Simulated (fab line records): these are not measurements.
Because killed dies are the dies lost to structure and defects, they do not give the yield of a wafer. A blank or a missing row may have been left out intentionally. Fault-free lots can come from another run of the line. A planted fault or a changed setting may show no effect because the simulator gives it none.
Which tool is to blame? ; flow nandHarc ; Sampling: 24 lots, 72 wafers, 6 of 1302 route steps

== WHAT THE GAUGES SHOWED, per wafer ==
NHARC_P_BONDPAD_CD_MEAS_13. Usual: cdNm reads 498.7 nm (standard deviation 2.8).
lot;measured;on;cdNm (nm);flag
L074;day 6 08:37;cdSem-02;499.2 497.2 501.7;
L075;day 7 06:40;cdSem-03;499.5 496.5 495.4;
L076;day 7 14:59;cdSem-01;500.2 496.2 494.5;
L077;day 7 21:43;cdSem-03;502.5 497.8 499.8;
L078;day 8 10:42;cdSem-02;496.6 499.3 496.8;
L079;day 8 20:50;cdSem-01;501.5 496.5 503.0;
L080;day 8 22:53;cdSem-03;496.2 503.2 503.1;
L081;day 9 12:21;cdSem-01;500.6 497.5 499.6;
L082;day 9 22:05;cdSem-03;497.8 500.8 496.0;
L083;day 10 11:08;cdSem-01;494.5 500.9 500.2;
L084;day 10 21:47;cdSem-03;499.2 501.7 501.2;
L085;day 11 06:40;cdSem-03;495.4 497.6 495.0;
L086;day 11 10:34;cdSem-01;500.0 497.2 494.0;
L087;day 12 01:05;cdSem-02;499.3 495.9 495.4;
L088;day 12 23:14;cdSem-03;502.8 496.3 503.0;
L089;day 13 00:13;cdSem-03;502.6 501.6 500.2;
L090;day 13 17:36;cdSem-01;498.4 495.8 497.2;
L091;day 13 23:15;cdSem-01;494.3 499.9 499.0;
L092;day 13 23:58;cdSem-03;498.9 498.6 494.2;
L093;day 14 17:40;cdSem-03;502.3 502.4 497.6;
L094;day 14 18:07;cdSem-03;503.5 500.9 503.1;
L095;day 15 03:56;cdSem-02;497.9 496.1 496.9;
L096;day 15 14:13;cdSem-02;500.0 504.9 496.7;
L097;day 16 08:59;cdSem-02;498.6 497.5 495.8;

== TOOL THAT RAN EACH LOT (tool first, then ch and the chambers of the sampled wafers, then the start) ==
lot;NHARC_P_M1_CMP_23;NHARC_P_M2_DESCUM_14;NHARC_P_M2_PRE_CLEAN_30;NHARC_P_M2_PRE_CLEAN_32;NHARC_P_BONDPAD_ETCH_12
L074;cmp-01 ch 0,1, day 6 01:49;rieDiel-10 ch 0,1, day 6 03:46;pvdSputter-01, day 6 06:29 or earlier;pecvd-01 ch 0,1, day 6 06:29;rieDiel-01 ch 1,2, day 6 08:37 or earlier
L075;cmp-04 ch 0,1,2, day 6 23:46;rieDiel-04 ch 0,3, day 7 01:41;pvdSputter-01, day 7 04:26 or earlier;pecvd-01 ch 1,2, day 7 04:26;rieDiel-05 ch 0,2,3, day 7 06:40 or earlier
L076;cmp-01 ch 1,2,3, day 7 07:54;rieDiel-11 ch 0,1,2, day 7 09:57;pvdSputter-01, day 7 12:45 or earlier;pecvd-04 ch 0,1, day 7 12:45;rieDiel-01 ch 1,2,3, day 7 14:59 or earlier
L077;cmp-04 ch 1,2,3, day 7 14:34;rieDiel-04 ch 2,3, day 7 16:40;pvdSputter-02, day 7 19:36 or earlier;pecvd-01 ch 0,2, day 7 19:36;rieDiel-03 ch 0,1,3, day 7 21:43 or earlier
L078;cmp-04 ch 0,1,2, day 8 02:49;rieDiel-11 ch 1,3, day 8 05:32;pvdSputter-01, day 8 08:11 or earlier;pecvd-01 ch 0,1, day 8 08:11;rieDiel-01 ch 1,2,3, day 8 10:42 or earlier
L079;cmp-04 ch 2,3, day 8 13:52;rieDiel-11 ch 2,3, day 8 15:56;pvdSputter-03, day 8 18:35 or earlier;pecvd-02 ch 0,1,2, day 8 18:35;rieDiel-03 ch 0,3, day 8 20:50 or earlier
L080;cmp-03 ch 0,2, day 8 16:06;rieDiel-10 ch 2,3, day 8 18:07;pvdSputter-02, day 8 20:47 or earlier;pecvd-01 ch 0,1,2, day 8 20:47;rieDiel-01 ch 1,3, day 8 22:53 or earlier
L081;cmp-04 ch 2,3, day 9 05:23;rieDiel-04 ch 0,2,3, day 9 07:28;pvdSputter-02, day 9 10:09 or earlier;pecvd-02 ch 0,1,2, day 9 10:09;rieDiel-03 ch 1,2,3, day 9 12:21 or earlier
L082;cmp-01 ch 0,2, day 9 15:17;rieDiel-10 ch 0,1,2, day 9 17:11;pvdSputter-02, day 9 19:51 or earlier;pecvd-01 ch 0,1,2, day 9 19:51;rieDiel-03 ch 0,2, day 9 22:05 or earlier
L083;cmp-01 ch 0,2,3, day 10 04:24;rieDiel-11 ch 1,2, day 10 06:20;pvdSputter-03, day 10 09:01 or earlier;pecvd-02 ch 0,1,2, day 10 09:01;rieDiel-01 ch 2,3, day 10 11:08 or earlier
L084;cmp-04 ch 0,1,3, day 10 14:53;rieDiel-10 ch 0,2,3, day 10 16:58;pvdSputter-02, day 10 19:38 or earlier;pecvd-01 ch 1,2, day 10 19:38;rieDiel-01 ch 1,3, day 10 21:47 or earlier
L085;cmp-03 ch 0,1,2, day 10 23:50;rieDiel-11 ch 0,2, day 11 01:44;pvdSputter-03, day 11 04:26 or earlier;pecvd-01 ch 0,1,2, day 11 04:26;rieDiel-01 ch 0,1, day 11 06:40 or earlier
L086;cmp-04 ch 1,2,3, day 11 03:35;rieDiel-04 ch 1,2,3, day 11 05:48;pvdSputter-03, day 11 08:26 or earlier;pecvd-01 ch 0,2, day 11 08:26;rieDiel-05 ch 0,1,2, day 11 10:34 or earlier
L087;cmp-04 ch 1,2,3, day 11 17:40;rieDiel-04 ch 1,2,3, day 11 19:52;pvdSputter-03, day 11 22:59 or earlier;pecvd-02 ch 0,1,2, day 11 22:59;rieDiel-03 ch 0,1,3, day 12 01:05 or earlier
L088;cmp-04 ch 1,2,3, day 12 16:13;rieDiel-10 ch 0,1,2, day 12 18:21;pvdSputter-01, day 12 21:00 or earlier;pecvd-04 ch 0,1,2, day 12 21:00;rieDiel-01 ch 0,1,2, day 12 23:14 or earlier
L089;cmp-03 ch 1,2,3, day 12 17:20;rieDiel-10 ch 0,1,3, day 12 19:21;pvdSputter-03, day 12 21:59 or earlier;pecvd-02 ch 0,1, day 12 21:59;rieDiel-01 ch 0,3, day 13 00:13 or earlier
L090;cmp-01 ch 0,2,3, day 13 10:38;rieDiel-10 ch 0,2,3, day 13 12:41;pvdSputter-02, day 13 15:21 or earlier;pecvd-01 ch 1,2, day 13 15:21;rieDiel-03 ch 0,1,3, day 13 17:36 or earlier
L091;cmp-01 ch 0,1,2, day 13 16:25;rieDiel-10 ch 2,3, day 13 18:23;pvdSputter-01, day 13 21:04 or earlier;pecvd-01 ch 0,1,2, day 13 21:04;rieDiel-03 ch 1,2,3, day 13 23:15 or earlier
L092;cmp-03 ch 1,2,3, day 13 17:03;rieDiel-11 ch 1,2, day 13 19:05;pvdSputter-03, day 13 21:45 or earlier;pecvd-04 ch 0,1,2, day 13 21:45;rieDiel-01 ch 0,3, day 13 23:58 or earlier
L093;cmp-04 ch 0,2,3, day 14 10:52;rieDiel-04 ch 0,2,3, day 14 12:47;pvdSputter-02, day 14 15:27 or earlier;pecvd-01 ch 0,1,2, day 14 15:27;rieDiel-01 ch 1,3, day 14 17:40 or earlier
L094;cmp-04 ch 0,1,3, day 14 11:12;rieDiel-04 ch 0,2,3, day 14 13:14;pvdSputter-03, day 14 15:55 or earlier;pecvd-04 ch 0,1,2, day 14 15:55;rieDiel-03 ch 2,3, day 14 18:07 or earlier
L095;cmp-01 ch 1,2,3, day 14 21:04;rieDiel-04 ch 0,3, day 14 22:59;pvdSputter-03, day 15 01:48 or earlier;pecvd-01 ch 0,1, day 15 01:48;rieDiel-05 ch 1,3, day 15 03:56 or earlier
L096;cmp-04 ch 1,2, day 15 07:17;rieDiel-11 ch 0,2, day 15 09:18;pvdSputter-02, day 15 11:59 or earlier;pecvd-04 ch 0,1,2, day 15 11:59;rieDiel-01 ch 1,3, day 15 14:13 or earlier
L097;cmp-04 ch 0,1,2, day 16 02:12;rieDiel-04 ch 0,2,3, day 16 04:13;pvdSputter-02, day 16 06:52 or earlier;pecvd-02 ch 0,2, day 16 06:52;rieDiel-01 ch 1,2,3, day 16 08:59 or earlier
- NHARC_P_M1_CMP_23: polishes, t overpolish 20 s, target thk 157.82 nm.
- NHARC_P_M2_DESCUM_14: chemistry O2, time 3 s.
- NHARC_P_M2_PRE_CLEAN_30: time 30 s.
- NHARC_P_M2_PRE_CLEAN_32: time 12 s.
- NHARC_P_BONDPAD_ETCH_12: etches the open film in CHF3/O2, target depth 200 nm, time 100 s.

== AS READ BY THE TOOLS THEMSELVES (means over the sampled wafers that have a number; for cases with no such wafer, the mark the record gives instead) ==
NHARC_P_M1_CMP_23. Usual: motorCurrentA 12.4 A, standard deviation 1.6; timeToEndpointS 28 s, standard deviation 3.7.
lot;tool;motorCurrentA (A);timeToEndpointS (s);flag
L074;cmp-01;11.6;31;
L075;cmp-04;13.1;29;
L076;cmp-01;12.2;33;
L077;cmp-04;13.1;27;
L078;cmp-04;13.3;28;
L079;cmp-04;12.7;28;
L080;cmp-03;12.6;22;
L081;cmp-04;12.3;25;
L082;cmp-01;11.5;26;
L083;cmp-01;11.2;29;
L084;cmp-04;12.2;28;
L085;cmp-03;12.5;26;
L086;cmp-04;12.8;29;
L087;cmp-04;13.6;29;
L088;cmp-04;13.6;29;
L089;cmp-03;11.9;26;
L090;cmp-01;11.4;31;
L091;cmp-01;12.4;31;
L092;cmp-03;12.7;24;
L093;cmp-04;11.6;29;
L094;cmp-04;12.6;30;
L095;cmp-01;12.6;33;
L096;cmp-04;14.6;30;
L097;cmp-04;13.0;27;

NHARC_P_M2_DESCUM_14. Usual: drypumpMotorCurrentA 5.7 A, standard deviation 0.53; oesProductAu 0.998 a.u., standard deviation 0.013; rfVppV 58.1 V, standard deviation 0.83; showerheadPlenumPTorr 1.98 Torr, standard deviation 0.071; throttleValvePct 11.311 %, standard deviation 0.009.
lot;tool;drypumpMotorCurrentA (A);oesProductAu (a.u.);rfVppV (V);showerheadPlenumPTorr (Torr);throttleValvePct (%);flag
L074;rieDiel-10;5.4;0.991;58.7;1.92;11.314;
L075;rieDiel-04;6.0;1.008;58.1;2.05;11.315;
L076;rieDiel-11;5.7;0.992;58.2;1.93;11.309;
L077;rieDiel-04;6.0;1.022;58.2;2.03;11.309;
L078;rieDiel-11;5.3;1.003;59.0;2.02;11.318;
L079;rieDiel-11;5.9;1.015;57.9;1.98;11.310;
L080;rieDiel-10;6.2;0.995;57.7;1.96;11.304;
L081;rieDiel-04;5.8;0.998;58.5;2.04;11.310;
L082;rieDiel-10;5.6;1.006;57.9;1.90;11.310;
L083;rieDiel-11;5.5;0.997;57.4;1.94;11.312;
L084;rieDiel-10;5.9;0.996;58.3;1.94;11.307;
L085;rieDiel-11;6.3;0.996;58.1;1.89;11.317;
L086;rieDiel-04;5.6;0.982;58.0;2.04;11.310;
L087;rieDiel-04;5.6;0.994;58.6;2.04;11.314;
L088;rieDiel-10;5.6;0.995;58.2;1.90;11.314;
L089;rieDiel-10;5.8;1.002;57.9;1.96;11.311;
L090;rieDiel-10;5.9;1.004;58.7;1.94;11.312;
L091;rieDiel-10;6.2;0.999;58.4;1.95;11.308;
L092;rieDiel-11;6.0;0.990;58.3;1.91;11.303;
L093;rieDiel-04;5.8;1.005;58.7;2.04;11.324;
L094;rieDiel-04;5.8;1.003;57.4;2.04;11.316;
L095;rieDiel-04;5.7;1.012;58.6;2.05;11.311;
L096;rieDiel-11;6.3;0.991;57.2;1.89;11.320;
L097;rieDiel-04;5.8;1.009;57.6;2.04;11.305;

NHARC_P_M2_PRE_CLEAN_30. Usual: heaterPowerW reads 420 W (standard deviation 41).
lot;tool;heaterPowerW (W);flag
L074;pvdSputter-01;391;
L075;pvdSputter-01;386;
L076;pvdSputter-01;424;
L077;pvdSputter-02;417;
L078;pvdSputter-01;386;
L079;pvdSputter-03;437;
L080;pvdSputter-02;426;
L081;pvdSputter-02;403;
L082;pvdSputter-02;404;
L083;pvdSputter-03;400;
L084;pvdSputter-02;425;
L085;pvdSputter-03;428;
L086;pvdSputter-03;414;
L087;pvdSputter-03;385;
L088;pvdSputter-01;416;
L089;pvdSputter-03;404;
L090;pvdSputter-02;434;
L091;pvdSputter-01;415;
L092;pvdSputter-03;428;
L093;pvdSputter-02;437;
L094;pvdSputter-03;444;
L095;pvdSputter-03;422;
L096;pvdSputter-02;419;
L097;pvdSputter-02;413;

NHARC_P_M2_PRE_CLEAN_32. Usual: heaterPowerW reads 620 W (standard deviation 100).
lot;tool;heaterPowerW (W);flag
L074;pecvd-01;570;
L075;pecvd-01;696;
L076;pecvd-04;608;
L077;pecvd-01;558;
L078;pecvd-01;544;
L079;pecvd-02;590;
L080;pecvd-01;601;
L081;pecvd-02;580;
L082;pecvd-01;654;
L083;pecvd-02;585;
L084;pecvd-01;695;
L085;pecvd-01;649;
L086;pecvd-01;539;
L087;pecvd-02;598;
L088;pecvd-04;600;
L089;pecvd-02;490;
L090;pecvd-01;671;
L091;pecvd-01;656;
L092;pecvd-04;637;
L093;pecvd-01;700;
L094;pecvd-04;660;
L095;pecvd-01;679;
L096;pecvd-04;615;
L097;pecvd-02;676;

NHARC_P_BONDPAD_ETCH_12. Usual: drypumpMotorCurrentA 5.9 A, standard deviation 0.31; oesProductAu 0.937 a.u., standard deviation 0.025; rfVppV 369.8 V, standard deviation 2.5; showerheadPlenumPTorr 2.37 Torr, standard deviation 0.11; throttleValvePct 20.571 %, standard deviation 0.0092.
lot;tool;drypumpMotorCurrentA (A);oesProductAu (a.u.);rfVppV (V);showerheadPlenumPTorr (Torr);throttleValvePct (%);flag
L074;rieDiel-01;6.2;0.921;367.8;2.30;20.565;
L075;rieDiel-05;5.9;0.965;370.1;2.37;20.567;
L076;rieDiel-01;6.0;0.919;367.3;2.29;20.571;
L077;rieDiel-03;5.7;0.924;371.6;2.46;20.563;
L078;rieDiel-01;6.0;0.913;367.8;2.29;20.579;
L079;rieDiel-03;5.4;0.940;373.8;2.55;20.574;
L080;rieDiel-01;5.8;0.904;367.4;2.28;20.567;
L081;rieDiel-03;5.8;0.929;371.2;2.44;20.565;
L082;rieDiel-03;5.3;0.942;373.4;2.52;20.565;
L083;rieDiel-01;6.1;0.979;367.9;2.29;20.567;
L084;rieDiel-01;5.9;0.920;368.4;2.28;20.580;
L085;rieDiel-01;6.0;0.918;368.2;2.32;20.570;
L086;rieDiel-05;5.9;0.979;370.4;2.39;20.565;
L087;rieDiel-03;5.7;0.917;372.0;2.46;20.577;
L088;rieDiel-01;6.1;0.929;368.0;2.32;20.577;
L089;rieDiel-01;6.0;0.924;368.7;2.33;20.576;
L090;rieDiel-03;5.7;0.967;372.7;2.46;20.576;
L091;rieDiel-03;5.8;0.967;371.6;2.44;20.571;
L092;rieDiel-01;6.0;0.917;368.3;2.33;20.566;
L093;rieDiel-01;5.9;0.937;368.0;2.28;20.582;
L094;rieDiel-03;5.6;0.922;372.9;2.51;20.580;
L095;rieDiel-05;5.9;0.933;370.5;2.40;20.571;
L096;rieDiel-01;5.8;0.966;367.8;2.27;20.565;
L097;rieDiel-01;6.0;0.975;368.3;2.29;20.569;

== THE ANSWER, worked out from the rows above alone ==
Rule: take the mean of a lot's wafers that have a number; if it is more than 3 standard deviations from the usual mean, the lot is off. A lot without any number at a reading at which 4 lots or more have one is off too. Where the step has rows for the other lots, those lots are counted as sound. First the gauges in route order, then the tools' own readings, where a lot's mean is used as printed above. At the first step where some lot is off, the reading lying furthest off is the one used; lots without a number count as furthest.
None of the lots is off at any reading shown; this tells nothing.

== WHAT THE SIMULATOR HAD PUT IN ==
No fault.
